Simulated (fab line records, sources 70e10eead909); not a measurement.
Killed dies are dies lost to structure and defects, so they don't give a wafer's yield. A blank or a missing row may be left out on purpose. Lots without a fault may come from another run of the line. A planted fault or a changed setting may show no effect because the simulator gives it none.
Which tool did it? | flow nand_harc | 12 lots, 36 wafers sampled, at 1 step of a route of 1159

WHAT THE GAUGES READ, wafer by wafer
NHARC_A_CHANNEL_HOLE_D1_OVL_MEAS_11.
lot  | measured     | on         | overlay_x_nm (nm)
L075 | day 8 15:56  | overlay-02 | 0.8 0.6 0.6
L077 | day 8 20:49  | overlay-02 | 0.0 -0.6 -0.5
L079 | day 9 21:57  | overlay-02 | 1.2 1.0 0.6
L082 | day 10 05:50 | overlay-01 | 2.6 2.0 2.2
L083 | day 10 06:34 | overlay-02 | 1.1 0.7 0.5
L087 | day 11 07:37 | overlay-01 | 0.2 0.0 0.3
L085 | day 11 08:05 | overlay-02 | 1.0 0.8 0.9
L089 | day 11 23:29 | overlay-02 | -0.5 -0.5 -0.7
L091 | day 12 15:28 | overlay-01 | 0.3 0.2 -0.1
L093 | day 12 18:58 | overlay-02 | 0.2 0.2 0.0
L095 | day 13 06:04 | overlay-02 | -0.6 -1.0 -0.4
L097 | day 14 02:41 | overlay-02 | 0.7 -0.1 -0.1

WHICH TOOL RAN EACH LOT (tool, then ch and the chambers of the sampled wafers, then the start)
The record holds no process step before these readings.

THE ANSWER, worked out from the rows above alone
Rule: what is usual is taken from the lots themselves. Put in order of their means at a reading, lots are off if they are a third of the lots or fewer, leave a main group of 4 or more, and stand apart from it by a gap of 3 or more times the standard deviation of the main group's means; of several such gaps the widest counts. A main group whose means are all the same, to the digits that the tables above print for the reading, isn't used. A lot without any number at a reading at which 4 lots or more have one is off too. The other lots that the step has rows for count as sound.
No lot is off at any reading shown: from this, nothing can be told.

WHAT THE SIMULATOR HAD PUT IN
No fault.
